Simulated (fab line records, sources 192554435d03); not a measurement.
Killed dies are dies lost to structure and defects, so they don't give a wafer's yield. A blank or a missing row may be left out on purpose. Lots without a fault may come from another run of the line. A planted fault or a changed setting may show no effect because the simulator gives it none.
fab line records | flow n5_finfet | part 2 of 2: steps 21 to 31 of 31
record lots=5 wafers=15 last_day=16
route steps=1938 shown SD_EPI_N@273 SD_EPI_P@295
lots that met no fault: from a run of the same line without faults
start_h: hours from the record's first day to the start of the lot's first wafer shown | wait_h: hours since the lot's step before | " the same as in the row above | L1.1+2: a row that stands for several wafers | - no value, or no start given | * or withheld: withheld | < > ~ a bound
route shown NAME@n: a module of which the file shows steps, and the number in the route of the first | usual: mean/standard deviation of fault-free wafers | same: alike in all rows | chamber/n: place in a boat | sites: the reading at each site | _std_site: their standard deviation | _edge_site: outer sites' mean less inner sites' | radius_mm: how far each site lies from the wafer's centre | mask NAME#n: copy n | behind: the tool/chamber that last shaped the wafer | hold: why the lot was held/for how many hours/how that ended | device: the transistor (n, p or np) that didn't switch | end of line: the same wafers' tests at the end of the route | a step without rows: its recipe alone | killed: dies lost to structure and defects at the first sort, not the wafer's yield | map: a wafer's dies, x killed, . not, _ none there
set.NAME: the setting as run; set.NAME@STEP: as run at that earlier step | model.NAME: the simulator's own value behind a step, which no gauge read
lots at some steps of the route; a table a step, a row a wafer
services: from which hour (start_h, from the record's first day; less than 0 if before it) a tool's chamber was out of use, for how many hours, and why
## steps
# step N5_SD_EPI_N_LINER_46
# recipe material=SiNx target_thk_a=30 temp_c=400 ald_precursor_family=SiH2I2 ald_co_reactant=N2/H2-plasma pressure_torr=2
# usual heater_power_w=862/66
# columns lot.wafer tool chamber start_h wait_h heater_power_w
L077.1 ald_sin-01 0 72.43 0.2 874
L077.2 " 3 " " 889
L077.6 " 0 " " 876
L078.3 ald_sin-04 1 76.84 0.2 787
L078.5 " 3 " " 880
L078.6 " 0 " " 831
L080.3 ald_sin-03 0 88.11 0.2 924
L080.4 " 1 " " 977
L080.5 " 0 " " 930
L081.2 ald_sin-03 3 99.52 1.4 879
L081.3 " 1 " " 969
L081.5 " 0 " " 901
L087.1 ald_sin-04 3 131.71 0.2 877
L087.2 " 0 " " 819
L087.5 " 2 " " 761
# step N5_SD_EPI_N_INSPECT_26
# recipe inspect_instrument=darkfield mode=post_epi
# usual raw_defect_count=201/40
# columns lot.wafer tool chamber start_h wait_h raw_defect_count
L077.1 defect_inspect-01 - 72.68 0.1 177
L077.2 " - " " 209
L077.6 " - " " 220
L078.3 defect_inspect-02 - 77.10 0.1 190
L078.5 " - " " 219
L078.6 " - " " 180
L080.3 defect_inspect-02 - 88.37 0.1 221
L080.4 " - " " 250
L080.5 " - " " 251
L081.2 defect_inspect-01 - 99.77 0.1 189
L081.3 " - " " 176
L081.5 " - " " 154
L087.1 defect_inspect-01 - 131.96 0.1 183
L087.2 " - " " 175
L087.5 " - " " 158
# step N5_SD_EPI_P_COAT_34
# recipe resist=SOC temp_c=250 time_s=60 spin_rpm=1500 resist_thk_nm=350
# usual resist_line_temp_C=23.00/0.12
# columns lot.wafer tool chamber start_h wait_h resist_line_temp_C
L077.1 litho_track-05 0 72.71 0.0 22.91
L077.2 " 0 " " 22.94
L077.6 " 0 " " 22.81
L078.3 litho_track-02 0 77.13 0.0 23.14
L078.5 " 0 " " 23.13
L078.6 " 0 " " 23.13
L080.3 litho_track-02 0 88.40 0.0 23.00
L080.4 " 0 " " 23.09
L080.5 " 0 " " 22.96
L081.2 litho_track-03 0 99.80 0.0 22.88
L081.3 " 0 " " 22.82
L081.5 " 0 " " 22.95
L087.1 litho_track-02 0 131.99 0.0 23.03
L087.2 " 0 " " 23.14
L087.5 " 0 " " 23.00
# step N5_SD_EPI_P_COAT_35
# recipe resist=SiARC temp_c=220 time_s=60 spin_rpm=1500 resist_thk_nm=35
# usual resist_line_temp_C=22.99/0.12
# columns lot.wafer tool chamber start_h wait_h resist_line_temp_C
L077.1 litho_track-05 0 - - 23.15
L077.2 " 0 " " 22.98
L077.6 " 0 " " 22.90
L078.3 litho_track-02 0 - - 23.06
L078.5 " 0 " " 23.18
L078.6 " 0 " " 23.06
L080.3 litho_track-02 0 - - 22.93
L080.4 " 0 " " 22.76
L080.5 " 0 " " 22.93
L081.2 litho_track-03 0 - - 23.11
L081.3 " 0 " " 23.08
L081.5 " 0 " " 23.02
L087.1 litho_track-02 0 - - 23.21
L087.2 " 0 " " 23.17
L087.5 " 0 " " 23.11
# step N5_SD_EPI_P_COAT_03
# recipe resist=CAR-ArF-block spin_rpm=1500 resist_thk_nm=150
# usual resist_line_temp_C=23.01/0.1
# columns lot.wafer tool chamber start_h wait_h resist_line_temp_C
L077.1 litho_track-05 0 - - 22.90
L077.2 " 0 " " 22.88
L077.6 " 0 " " 23.00
L078.3 litho_track-02 0 - - 23.03
L078.5 " 0 " " 22.95
L078.6 " 0 " " 22.94
L080.3 litho_track-02 0 - - 22.90
L080.4 " 0 " " 22.93
L080.5 " 0 " " 22.99
L081.2 litho_track-03 0 - - 22.85
L081.3 " 0 " " 22.89
L081.5 " 0 " " 23.03
L087.1 litho_track-02 0 - - 23.02
L087.2 " 0 " " 23.00
L087.5 " 0 " " 23.15
# step N5_SD_EPI_P_EBR_05
# recipe solvent=PGMEA ebr_width_mm=1.5
# usual resist_line_temp_C=22.98/0.11
# columns lot.wafer tool chamber start_h wait_h resist_line_temp_C
L077.1 litho_track-05 0 - - 23.01
L077.2 " 0 " " 22.93
L077.6 " 0 " " 23.03
L078.3 litho_track-02 0 - - 23.08
L078.5 " 0 " " 23.08
L078.6 " 0 " " 23.08
L080.3 litho_track-02 0 - - 22.93
L080.4 " 0 " " 22.92
L080.5 " 0 " " 22.98
L081.2 litho_track-03 0 - - 22.77
L081.3 " 0 " " 22.87
L081.5 " 0 " " 23.03
L087.1 litho_track-02 0 - - 22.83
L087.2 " 0 " " 22.94
L087.5 " 0 " " 23.00
# step N5_SD_EPI_P_SOFTBAKE_04
# recipe temp_c=110 time_s=60 resist=CAR-ArF-block
# usual resist_line_temp_C=23.02/0.11
# columns lot.wafer tool chamber start_h wait_h resist_line_temp_C
L077.1 litho_track-05 0 - - 22.91
L077.2 " 0 " " 23.04
L077.6 " 0 " " 23.05
L078.3 litho_track-02 0 - - 23.08
L078.5 " 0 " " 23.01
L078.6 " 0 " " 22.82
L080.3 litho_track-02 0 - - 23.05
L080.4 " 0 " " 23.02
L080.5 " 0 " " 22.98
L081.2 litho_track-03 0 - - 23.21
L081.3 " 0 " " 23.02
L081.5 " 0 " " 23.02
L087.1 litho_track-02 0 - - 22.93
L087.2 " 0 " " 23.14
L087.5 " 0 " " 23.11
# step N5_SD_EPI_P_EXPOSE_06
# recipe mask_id=SD_P_BLK na=1.35 source_shape=conventional sigma_outer=0.8 polarization=unpolarized target_cd_nm=240 dose_mj=39.5
# usual exposure_dose_mJ_cm2=39.48/0.039
# columns lot.wafer tool chamber start_h wait_h mask exposure_dose_mJ_cm2
L077.1 arfi_scanner-01 0 72.83 - SD_P_BLK#0 39.47
L077.2 " 0 " " SD_P_BLK#0 39.46
L077.6 " 0 " " SD_P_BLK#0 39.47
L078.3 arfi_scanner-03 0 77.38 - SD_P_BLK#0 39.51
L078.5 " 0 " " SD_P_BLK#0 39.50
L078.6 " 0 " " SD_P_BLK#0 39.47
L080.3 arfi_scanner-01 0 88.65 - SD_P_BLK#0 39.45
L080.4 " 0 " " SD_P_BLK#0 39.40
L080.5 " 0 " " SD_P_BLK#0 39.46
L081.2 arfi_scanner-01 0 99.93 - SD_P_BLK#0 39.51
L081.3 " 0 " " SD_P_BLK#0 39.43
L081.5 " 0 " " SD_P_BLK#0 39.47
L087.1 arfi_scanner-01 0 132.11 - SD_P_BLK#0 39.53
L087.2 " 0 " " SD_P_BLK#0 39.49
L087.5 " 0 " " SD_P_BLK#0 39.45
# step N5_SD_EPI_P_PEB_07
# recipe peb_temp_c=110 peb_time_s=60 resist=CAR-ArF-block
# usual resist_line_temp_C=23.01/0.11
# columns lot.wafer tool chamber start_h wait_h resist_line_temp_C
L077.1 litho_track-03 0 72.89 0.1 22.99
L077.2 " 0 " " 23.22
L077.6 " 0 " " 23.07
L078.3 litho_track-03 0 77.43 0.0 22.90
L078.5 " 0 " " 23.05
L078.6 " 0 " " 22.95
L080.3 litho_track-05 0 88.70 0.0 23.09
L080.4 " 0 " " 23.01
L080.5 " 0 " " 23.24
L081.2 litho_track-03 0 99.98 0.0 23.09
L081.3 " 0 " " 23.08
L081.5 " 0 " " 22.88
L087.1 litho_track-03 0 132.17 0.1 22.76
L087.2 " 0 " " 22.82
L087.5 " 0 " " 22.90
# step N5_SD_EPI_P_DEVELOP_08
# recipe develop_time_s=30 developer=TMAH resist=CAR-ArF-block dev_temp_c=23 rinse_liquid=diw dry=air_spin
# usual resist_line_temp_C=22.97/0.098
# columns lot.wafer tool chamber start_h wait_h resist_line_temp_C
L077.1 litho_track-03 0 - - 22.93
L077.2 " 0 " " 23.04
L077.6 " 0 " " 23.03
L078.3 litho_track-03 0 - - 23.03
L078.5 " 0 " " 23.01
L078.6 " 0 " " 22.96
L080.3 litho_track-05 0 - - 22.93
L080.4 " 0 " " 22.95
L080.5 " 0 " " 22.98
L081.2 litho_track-03 0 - - 22.91
L081.3 " 0 " " 22.89
L081.5 " 0 " " 22.68
L087.1 litho_track-03 0 - - 23.00
L087.2 " 0 " " 23.13
L087.5 " 0 " " 23.03
# step N5_SD_EPI_P_CD_MEAS_09
# recipe target_cd_nm=240 landing_energy_ev=500 detector=se_inlens
# usual cd_nm=240.9/0.86
# columns lot.wafer tool chamber start_h wait_h cd_nm
L077.1 cd_sem-02 0 72.96 - 241.6
L077.2 " 0 " " 241.4
L077.6 " 0 " " 241.8
L078.3 cd_sem-03 0 77.50 - 239.9
L078.5 " 0 " " 240.5
L078.6 " 0 " " 240.1
L080.3 cd_sem-02 0 88.77 - 240.6
L080.4 " 0 " " 241.6
L080.5 " 0 " " 240.7
L081.2 cd_sem-01 0 100.05 - 241.6
L081.3 " 0 " " 241.8
L081.5 " 0 " " 241.3
L087.1 cd_sem-01 0 132.24 - 240.7
L087.2 " 0 " " 240.7
L087.5 " 0 " " 240.6
## services
# columns tool chamber start_h hours kind
arfi_scanner-01 - 49.72 2.0 repair
rie_diel-01 - 55.43 14.6 pm
plasma_asher-02 - 64.01 2.1 repair
rie_diel-01 1 71.65 13.0 repair
ald_sin-03 - 75.91 1.0 repair
ald_sin-04 - 85.25 14.0 pm
rie_diel-04 3 85.35 15.4 repair
arfi_scanner-03 - 86.37 1.3 pm
arfi_scanner-03 - 87.67 0.8 pm
rie_diel-01 3 89.17 31.4 repair
wet_bench-05 - 90.63 7.6 repair
arfi_scanner-03 - 99.57 1.0 pm
rie_diel-04 2 100.77 - clean
rie_diel-04 2 100.77 - consumable_replace:focus_ring
rie_diel-04 2 100.77 24.5 scheduled_down
rie_diel-04 2 100.77 24.5 vent_cycle
arfi_scanner-01 - 105.51 4.9 pm
rie_si-02 2 108.39 5.3 repair
rie_diel-01 - 116.22 0.3 repair
arfi_scanner-01 - 118.40 1.3 pm
arfi_scanner-01 - 119.70 1.0 pm
rie_si-06 0 120.28 8.8 repair
arfi_scanner-03 - 123.68 32.1 repair
litho_track-03 - 125.64 - consumable_replace:filter
